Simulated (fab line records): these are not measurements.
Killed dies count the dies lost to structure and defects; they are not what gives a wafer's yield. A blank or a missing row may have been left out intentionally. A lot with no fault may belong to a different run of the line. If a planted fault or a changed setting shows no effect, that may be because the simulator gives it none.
Matching of chambers / flow nand-harc / NHARC_P_ZERO_WELL_DESCUM_13 on rie-diel-04: 4 sister chambers
The step chemistry O2, time 3 s. 14 wafers are shown with their chamber, then 7 later ones without.

== WAFERS PAIRED WITH THEIR CHAMBERS ==
wafer=L076.1; chamber=0; showerhead-plenum-p-Torr (Torr)=1.93; oes-product-au (a.u.)=0.999; rf-vpp-V (V)=57.1
wafer=L076.3; chamber=3; showerhead-plenum-p-Torr (Torr)=1.93; oes-product-au (a.u.)=0.993; rf-vpp-V (V)=57.9
wafer=L076.5; chamber=3; showerhead-plenum-p-Torr (Torr)=1.94; oes-product-au (a.u.)=0.986; rf-vpp-V (V)=58.1
wafer=L077.1; chamber=2; showerhead-plenum-p-Torr (Torr)=1.89; oes-product-au (a.u.)=0.991; rf-vpp-V (V)=56.7
wafer=L077.2; chamber=3; showerhead-plenum-p-Torr (Torr)=1.93; oes-product-au (a.u.)=0.980; rf-vpp-V (V)=57.6
wafer=L077.6; chamber=0; showerhead-plenum-p-Torr (Torr)=1.93; oes-product-au (a.u.)=0.993; rf-vpp-V (V)=57.9
wafer=L078.3; chamber=1; showerhead-plenum-p-Torr (Torr)=1.89; oes-product-au (a.u.)=1.008; rf-vpp-V (V)=58.5
wafer=L078.4; chamber=3; showerhead-plenum-p-Torr (Torr)=1.93; oes-product-au (a.u.)=0.995; rf-vpp-V (V)=57.1
wafer=L078.6; chamber=2; showerhead-plenum-p-Torr (Torr)=1.89; oes-product-au (a.u.)=1.000; rf-vpp-V (V)=58.4
wafer=L081.3; chamber=2; showerhead-plenum-p-Torr (Torr)=1.89; oes-product-au (a.u.)=0.989; rf-vpp-V (V)=56.6
wafer=L081.4; chamber=0; showerhead-plenum-p-Torr (Torr)=1.93; oes-product-au (a.u.)=1.007; rf-vpp-V (V)=59.8
wafer=L081.6; chamber=1; showerhead-plenum-p-Torr (Torr)=1.89; oes-product-au (a.u.)=0.995; rf-vpp-V (V)=58.1
wafer=L086.1; chamber=1; showerhead-plenum-p-Torr (Torr)=1.89; oes-product-au (a.u.)=1.011; rf-vpp-V (V)=58.5
wafer=L086.3; chamber=2; showerhead-plenum-p-Torr (Torr)=1.89; oes-product-au (a.u.)=0.997; rf-vpp-V (V)=58.4

SIGNATURES (averages over the wafers above)
reading=showerhead-plenum-p-Torr; chamber 0=1.9300; chamber 1=1.8900; chamber 2=1.8900; chamber 3=1.9325; scatter within a chamber=0.00274
reading=oes-product-au; chamber 0=0.99967; chamber 1=1.00467; chamber 2=0.99425; chamber 3=0.98850; scatter within a chamber=0.00681
reading=rf-vpp-V; chamber 0=58.267; chamber 1=58.367; chamber 2=57.525; chamber 3=57.675; scatter within a chamber=0.871
Rule: for a wafer and a chamber, the distance is found by dividing, reading by reading, the gap between the wafer's reading and the chamber's mean by the reading's scatter, squaring, summing and taking the root. If the next closest chamber is less than 2 further off than the closest, the wafer can't be placed; otherwise it belongs to the closest. How the scatter is found: for the shown wafers, subtract from each reading the mean of its chamber, square and add these, divide the total by (wafers less chambers), then take the root.

== WAFERS WITH NO CHAMBER GIVEN ==
wafer=L086.5; showerhead-plenum-p-Torr (Torr)=1.89; oes-product-au (a.u.)=0.998; rf-vpp-V (V)=56.7
wafer=L087.1; showerhead-plenum-p-Torr (Torr)=1.93; oes-product-au (a.u.)=1.020; rf-vpp-V (V)=57.7
wafer=L087.2; showerhead-plenum-p-Torr (Torr)=1.93; oes-product-au (a.u.)=0.990; rf-vpp-V (V)=58.9
wafer=L087.3; showerhead-plenum-p-Torr (Torr)=1.89; oes-product-au (a.u.)=1.006; rf-vpp-V (V)=59.3
wafer=L092.1; showerhead-plenum-p-Torr (Torr)=1.93; oes-product-au (a.u.)=1.021; rf-vpp-V (V)=58.3
wafer=L092.3; showerhead-plenum-p-Torr (Torr)=1.89; oes-product-au (a.u.)=1.003; rf-vpp-V (V)=59.0
wafer=L092.4; showerhead-plenum-p-Torr (Torr)=1.93; oes-product-au (a.u.)=1.012; rf-vpp-V (V)=56.9

== CHAMBER TAKEN BY EACH ==
wafer=L086.5; from the rows above=can't be placed: 2 or 1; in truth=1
wafer=L087.1; from the rows above=can't be placed: 0 or 3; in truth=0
wafer=L087.2; from the rows above=can't be placed: 0 or 3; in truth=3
wafer=L087.3; from the rows above=can't be placed: 1 or 2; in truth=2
wafer=L092.1; from the rows above=can't be placed: 0 or 3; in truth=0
wafer=L092.3; from the rows above=can't be placed: 1 or 2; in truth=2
wafer=L092.4; from the rows above=can't be placed: 0 or 3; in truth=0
Correct placement for 0 of the 7. Can't be placed from these rows: 7 (the true chamber is among the candidates in 7). 0 placed wrongly.
